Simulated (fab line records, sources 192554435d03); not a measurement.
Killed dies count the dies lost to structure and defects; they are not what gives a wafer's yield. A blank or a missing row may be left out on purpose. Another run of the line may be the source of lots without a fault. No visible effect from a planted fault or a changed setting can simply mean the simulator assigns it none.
Chamber matching	flow n5-finfet	pecvd-02 running N5_BEOL_M10_PECVD_70: 3 sister chambers
The step deposits SiO2 from TEOS/O2, target thk 20 nm, time 22.7 s. 3 wafers are shown with their chamber, then 8 later ones without.

## EACH WAFER AND ITS CHAMBER
wafer	chamber	throttle-valve-pct (%)
L084.3	2	22.0
L084.5	0	21.7
L092.1	1	24.3

## WAFERS WITH NO CHAMBER GIVEN
wafer	throttle-valve-pct (%)
L092.4	24.5
L092.6	22.2
L093.1	21.7
L093.3	24.3
L093.5	24.6
L096.2	21.7
L096.4	21.5
L096.6	22.3

## EACH ONE'S CHAMBER
wafer	from the rows above	in truth
L092.4	1	1
L092.6	can't be placed: 2 or 0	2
L093.1	can't be placed: 0 or 2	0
L093.3	1	1
L093.5	1	1
L096.2	can't be placed: 0 or 2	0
L096.4	can't be placed: 0 or 2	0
L096.6	can't be placed: 2 or 0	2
3 of 8 placed correctly. Unplaceable from these rows: 5, with the true chamber sitting among the candidates in 5. Number placed wrongly: 0.
How it was worked out, from the rows above alone: a wafer's distance from a chamber is the root of the sum, over the readings, of the square of ((its reading less the chamber's mean) divided by the reading's scatter). The wafer belongs to the nearest chamber; if the next one is less than 2 further off, it can't be placed. The mean given for a chamber averages the wafers shown for that chamber. The scatter: root of mean squared gap, hidden wafer to nearest shown wafer, with one shown wafer a chamber.
